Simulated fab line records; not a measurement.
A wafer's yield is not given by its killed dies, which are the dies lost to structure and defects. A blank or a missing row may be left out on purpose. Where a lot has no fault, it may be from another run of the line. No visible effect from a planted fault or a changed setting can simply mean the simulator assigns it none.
Struck lot and sound lot, side by side || flow n5 finfet || 37 steps out of a route of 1938
Sound: these wafers, L214.1, L214.4, L214.5. The struck wafers were L220.2, L220.3, L220.6. At the end, the cause is stated.
At each step with rows: each side's tool, then ch and its chambers, then its first start. Under that, the readings that differ: sound wafers || struck wafers || difference of the means || sigmas: that difference in standard deviations of wafers without a fault.
alike: readings with means less than 2 such deviations apart, plus words and numbers identical on both sides. not compared: withheld readings, readings lacking a value on some wafer, bounds such as >300 that could conceal the same value, and numbers that have no deviation in the record and whose values overlap.
A row with sigmas, a row that says differs or no value, or rows on one side alone: a step with any of these is where the two part. When numbers do not overlap yet have no deviation, they are printed without sigmas and do not part them. A reading that every wafer of one side lacks parts them only if that side has two wafers or more.

first, 9 steps without rows for these wafers: N5_WELL_APT_EBR_04; N5_WELL_APT_SOFTBAKE_03 (time 60 s); N5_WELL_APT_EXPOSE_05 (exposes mask NWELL, defocus 0 nm, target cd 200 nm); N5_WELL_APT_PEB_06 (peb time 90 s); N5_WELL_APT_DEVELOP_07 (develop time 45 s); N5_WELL_APT_HARDBAKE_12 (time 120 s); N5_WELL_APT_DESCUM_13 (chemistry O2, time 7.9 s); N5_WELL_APT_IMPLANT_14; N5_WELL_APT_IMPLANT_15.
N5_WELL_APT_STRIP_16: strips in SPM, time 900 s.
  sound on wet bench-04 ch 0,2,3, day 2 20:56; struck on wet bench-03 ch 0,1,2, day 4 08:23
  no value came back on the struck wafers for bath guard temp C (C), bath heat duty pct (%), time s (s); on the sound wafers bath guard temp C (C) reads 129.9 130.2 130.3
{"reading": "model.coat_of_WELL_APT_COAT_02.thk nm (nm)", "sound": "0 0 0", "struck": "939.9 938.3 940.9", "difference": "+939.7", "sigmas": ""}
then, 25 steps without rows for these wafers: N5_WELL_APT_HMDS_18 (time 60 s); N5_WELL_APT_COAT_19 (resist thk 950 nm); N5_WELL_APT_EBR_21; N5_WELL_APT_SOFTBAKE_20 (time 60 s); N5_WELL_APT_EXPOSE_22 (exposes mask PWELL, defocus 0 nm, target cd 200 nm); N5_WELL_APT_PEB_23 (peb time 90 s); N5_WELL_APT_DEVELOP_24 (develop time 45 s); N5_WELL_APT_HARDBAKE_29 (time 120 s); N5_WELL_APT_DESCUM_30 (chemistry O2, time 7.9 s); N5_WELL_APT_IMPLANT_31; N5_WELL_APT_IMPLANT_32; N5_WELL_APT_STRIP_33 (strips in SPM, time 900 s); N5_WELL_APT_RTA_34 (time 10 s); N5_WELL_APT_OXIDE_STRIP_42 (strips SiO2 in dHF, time 45 s, target depth 12 nm); N5_WELL_APT_PRECLEAN_36 (cleans in O3/DIW, time 45 s); N5_WELL_APT_PRECLEAN_39 (cleans in dHF, time 60 s); N5_WELL_APT_SRD_37 (time 30 s); N5_WELL_APT_EPI_41 (deposits Si from SiH4/H2, target thk 50 nm, time 297.7 s); N5_PMOS_HMC_CHANNEL_EPI_HM_DEP_34 (deposits SiO2 from TEOS/O2, target thk 36 nm, time 6.9 s); N5_PMOS_HMC_CHANNEL_EPI_COAT_31 (time 60 s, resist thk 66 nm); N5_PMOS_HMC_CHANNEL_EPI_COAT_03 (resist thk 205 nm); N5_PMOS_HMC_CHANNEL_EPI_EBR_05; N5_PMOS_HMC_CHANNEL_EPI_SOFTBAKE_04 (time 60 s); N5_PMOS_HMC_CHANNEL_EPI_EXPOSE_06 (exposes mask PMOS HMC BLK, target cd 240 nm); N5_PMOS_HMC_CHANNEL_EPI_PEB_07 (peb time 60 s).
-- here the record skips 7 days between the struck wafers' starts before and after, leaving off in module PMOS_HMC_CHANNEL_EPI and picking up in module BEOL_M4 (first step shown: number 1111 of the route) --
N5_BEOL_M4_RC_MEAS_101:
  sound on prober-02 ch 0, day 9 03:21; struck on prober-02 ch 0, day 10 23:59
{"reading": "CJ_N", "sound": "4.24 4.33 4.26", "struck": "0.09 0.09 0.09", "difference": -4.19, "sigmas": -55}
{"reading": "DIBL_N (mV/V)", "sound": "35.2 36.0 34.9", "struck": "130.3 88.5 101.5", "difference": "+71.4", "sigmas": "+36"}
{"reading": "IOFF_N (nA/um)", "sound": "0.16 0.16 0.13", "struck": "59.42 17.30 25.30", "difference": "+33.86", "sigmas": "+99 or more"}
{"reading": "IOFF_N_85C (nA/um)", "sound": "3.1 3.2 2.7", "struck": "445.0 160.5 221.0", "difference": "+272.5", "sigmas": "+99 or more"}
{"reading": "IOFF_N_LIN (nA/um)", "sound": "0.076 0.076 0.064", "struck": "2.350 1.000 1.284", "difference": "+1.473", "sigmas": "+99 or more"}
{"reading": "IOFF_N_LONG (nA/um)", "sound": "5.63e-05 5.7e-05 5.6e-05", "struck": "0.0001063 0.0001068 0.0001046", "difference": "+0.0000495", "sigmas": "+18"}
{"reading": "RS_PWELL (ohm/sq)", "sound": "2973 2971 3011", "struck": "- - -", "difference": "no value on the struck wafers", "sigmas": ""}
{"reading": "SS_N (mV/dec)", "sound": "71.2 71.6 71.5", "struck": "161.0 136.1 145.2", "difference": "+76.0", "sigmas": "+99 or more"}
{"reading": "VT_N (mV)", "sound": "247 250 252", "struck": "231 235 236", "difference": -16, "sigmas": -4}
{"reading": "VT_N_LVT (mV)", "sound": "98 98 103", "struck": "80 84 85", "difference": -17, "sigmas": -5}
  alike: DIBL_P, IOFF_P, ION_N, ION_P, SS_P, VT_P
-- record jumps: 5 days separate the struck wafers' starts on either side; left off in module BEOL_M4, taken up again in module PASSIVATION, whose first shown step is the route's number 1936 --
N5_PASSIVATION_PROBE_49:
  struck on prober-01, day 15 13:11; sound on prober-02, day 13 20:27
{"reading": "sort_bin_4_leakage (%)", "sound": "0 0 0", "struck": "91.95 92.20 90.85", "difference": "+91.67", "sigmas": ""}
{"reading": "sort n pass", "sound": "1092 1100 1102", "struck": "0 0 0", "difference": -1098, "sigmas": -58}
{"reading": "sort yield pct (%)", "sound": "92.5 93.2 93.4", "struck": "0 0 0", "difference": -93, "sigmas": -58}
  alike: defect limited yield, killed_at_M0_to_M3, killed_at_M4_up, killed at contacts, killed at front end, killed at other, killed dies, killed on rim, killed open, killed short, sort_bin_5_function, sort_bin_6_memory

== WHERE THEY PART ==
First at N5_WELL_APT_STRIP_16; last, within this record, at N5_PASSIVATION_PROBE_49.

WHY: the cause the simulator had injected
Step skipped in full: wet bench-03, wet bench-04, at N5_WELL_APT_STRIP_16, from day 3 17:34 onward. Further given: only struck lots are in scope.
